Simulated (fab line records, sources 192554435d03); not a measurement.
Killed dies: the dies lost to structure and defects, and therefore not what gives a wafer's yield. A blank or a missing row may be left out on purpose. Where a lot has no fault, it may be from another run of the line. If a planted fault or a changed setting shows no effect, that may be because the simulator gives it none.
Problem report, 8D (eight disciplines) form, completed by code | flow n5Finfet | the parts of the form that need people (team, actions taken, sign-off) are left out

== 1. WHAT WENT WRONG ==
At N5_BEOL_M9_INSPECT_58, rawDefectCount averages 521 over 6 wafers from 2 lots, while fault-free wafers read 72, standard deviation 29. That is +15 standard deviations from the usual mean.
The step: inspects for defects (darkfield).
Seen first at day 14 15:02 on defectInspect-02, wafer L382.1. The record has a number at this step for 33 wafers belonging to 11 lots. Rule for "out", or "out of limits": more than 4 standard deviations from the usual mean. The other wafers with a number count as sound.

== 2. WHAT IT IS AND WHAT IT IS NOT ==
question                    | is                                 | is not
which readings at this step | rawDefectCount                     | -
which lots                  | L382, L384                         | L367, L369, L370, L371, L373, L376, L377, L387, L389
which wafers of those lots  | all that have a number             | -
read on which gauges        | defectInspect-01, defectInspect-02 | -
when                        | from day 14 15:02                  | up to then (21 sound wafers); but 6 sound wafers of L387, L389 came after

== 3. SUSPECTS, AND WHAT RULES EACH OUT ==
Counting: a tool stays on the suspect list if, at a process step up to the reading, it processed all lots that are out and no sound lot following the first of them.
- the gauge at N5_BEOL_M9_INSPECT_58 has been ruled out. The wafers that are out were read on 2 gauges (defectInspect-01, defectInspect-02).
- pvdSputter-02 at N5_BEOL_M9_PRE_CLEAN_45 (time 30 s): ruled out as a lasting fault. The sound lots L389 went through it after L382, its earliest lot that is out (day 14 13:22).
- cmp-03 at N5_BEOL_M9_CMP_52 (polishes, stops on SiCOH lowk, t overpolish 7 s, target thk 140 nm): kept. It processed each lot that is out, first L382 at day 14 14:39, and no sound lot thereafter; up to then, the last sound lot it processed was L373 at day 12 09:22.
Left after counting: cmp-03 at N5_BEOL_M9_CMP_52.

== 4. THE CAUSE (what the simulator had put in) ==
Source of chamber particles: cmp-03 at N5_BEOL_M9_CMP_52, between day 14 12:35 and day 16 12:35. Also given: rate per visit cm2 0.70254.
Counting left only this tool.

== 5. THE EFFECT CHAIN, in route order ==
Each row: a reading whose mean over the struck wafers that have a number lies more than 3 standard deviations from the usual. Only readings for which the record gives a usual standard deviation are gone through. hours: the time from each lot's start at the first step in this table that gives one to its start at this step, as a median over the lots. sigmas: the change in usual standard deviations.
hours | step                    | reading             | usual  | on struck wafers | change | sigmas
0     | N5_BEOL_M9_INSPECT_58   | rawDefectCount      | 72     | 521              | +449   | +15
2     | N5_BEOL_M10_INSPECT_13  | rawDefectCount      | 414    | 850              | +436   | +4.0
52    | N5_PASSIVATION_PROBE_49 | defectLimitedYield  | 91.1 % | 62.6             | -28.5  | -19
52    | N5_PASSIVATION_PROBE_49 | killed_at_M4_up     | 13     | 360              | +347   | +67
52    | N5_PASSIVATION_PROBE_49 | killedDies          | 105    | 441              | +336   | +20
52    | N5_PASSIVATION_PROBE_49 | killedOnRim         | 13     | 58               | +45    | +11
52    | N5_PASSIVATION_PROBE_49 | sort_bin_5_function | 5.1 %  | 23.1             | +18.0  | +19
52    | N5_PASSIVATION_PROBE_49 | sort_bin_6_memory   | 3.4 %  | 12.1             | +8.7   | +13
52    | N5_PASSIVATION_PROBE_49 | sortNPass           | 1075   | 739              | -336   | -20
52    | N5_PASSIVATION_PROBE_49 | sortYieldPct        | 91.1 % | 62.6             | -28.5  | -19
Process steps it contains:
- N5_PASSIVATION_PROBE_49

== 6. WHAT WOULD HAVE CAUGHT IT SOONER ==
The first out-of-limits reading at a measuring or inspecting step in this record came at day 14 15:02, 2 hours after the fault's start at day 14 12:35.
Tool readings at N5_BEOL_M9_CMP_52 with a usual standard deviation given in the record: none out on any struck wafer, hence no alarm at a limit of 4 standard deviations on them.
Of the lots that are out (2), L384 began N5_BEOL_M9_CMP_52 on cmp-03 after day 14 15:02. It would have been spared by a hold on the tool at that moment.
